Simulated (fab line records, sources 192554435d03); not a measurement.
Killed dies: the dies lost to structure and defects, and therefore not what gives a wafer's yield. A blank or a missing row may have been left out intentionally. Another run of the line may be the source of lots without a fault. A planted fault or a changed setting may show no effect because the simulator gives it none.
Problem report, 8D (eight disciplines) form, completed by code | flow n5 finfet | the parts of the form that need people (team, actions taken, sign-off) are left out

1. THE ISSUE
susceptor temp C at N5_PASSIVATION_PECVD_53 reads a mean of 392.64 C on 6 wafers of 2 lots; wafers without a fault read 400.02 C with a standard deviation of 0.22. That is -34 standard deviations from the usual mean.
The step: deposits SiO2 from TEOS/O2, target thk 800 nm, time 169.4 s.
Seen first at day 16 11:53 on pecvd-04, wafer L495.2. Wafers with a number at this step in the record: 33, from 11 lots. By rule, "out" or "out of limits" means more than 4 standard deviations away from the usual mean. The other wafers with a number count as sound.

2. WHAT IT IS, WHAT IT ISN'T
question                    | is                     | is not
which readings at this step | susceptor temp C       | -
which lots                  | L495, L499             | L486, L488, L493, L494, L504, L505, L507, L508, L509
which wafers of those lots  | all that have a number | -
read on which tools         | pecvd-04               | pecvd-01, pecvd-02
when                        | from day 16 11:53      | up to then (12 sound wafers); but 15 sound wafers of L504, L505, L507, L508, L509 came after

3. SUSPECTS, AND WHAT RULES EACH OUT
Counting: a tool stays on the suspect list if, at a process step up to the reading, it processed all lots that are out and no sound lot following the first of them.
- pecvd-04 at N5_PASSIVATION_PECVD_53 (deposits SiO2 from TEOS/O2, target thk 800 nm, time 169.4 s): kept. It processed each lot that is out, first L495 at day 16 11:53, and no sound lot thereafter; up to then, the last sound lot it processed was L493 at day 15 13:55. Its own readings are out on those wafers: susceptor temp C.
After counting, what remains is pecvd-04 at N5_PASSIVATION_PECVD_53.

4. THE CAUSE (what the simulator had put in)
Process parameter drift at N5_PASSIVATION_PECVD_53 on pecvd-04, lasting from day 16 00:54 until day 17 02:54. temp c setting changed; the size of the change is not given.
This tool alone remained once counting was done.

5. SEQUENCE OF EFFECTS, ordered by route
Each row: a reading where the mean over the struck wafers with a number is more than 3 standard deviations away from the usual. Only readings for which the record gives a usual standard deviation are gone through. hours: the time from each lot's start at the first step in this table that gives one to its start at this step, as a median over the lots. sigmas: the change in usual standard deviations.
hours | step                    | reading          | usual    | on struck wafers | change | sigmas
0     | N5_PASSIVATION_PECVD_53 | susceptor temp C | 400.02 C | 392.64           | -7.38  | -34
4     | N5_PASSIVATION_PROBE_49 | killed at other  | 4        | 20               | +16    | +5.2
Process steps it contains:
- N5_PASSIVATION_PECVD_53: deposits SiO2 from TEOS/O2, target thk 800 nm, time 169.4 s.
- N5_PASSIVATION_PROBE_49

6. WHAT WOULD HAVE CAUGHT IT SOONER
11 hours passed between the start of the fault at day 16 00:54 and the first reading out of limits in this record, taken at day 16 11:53.
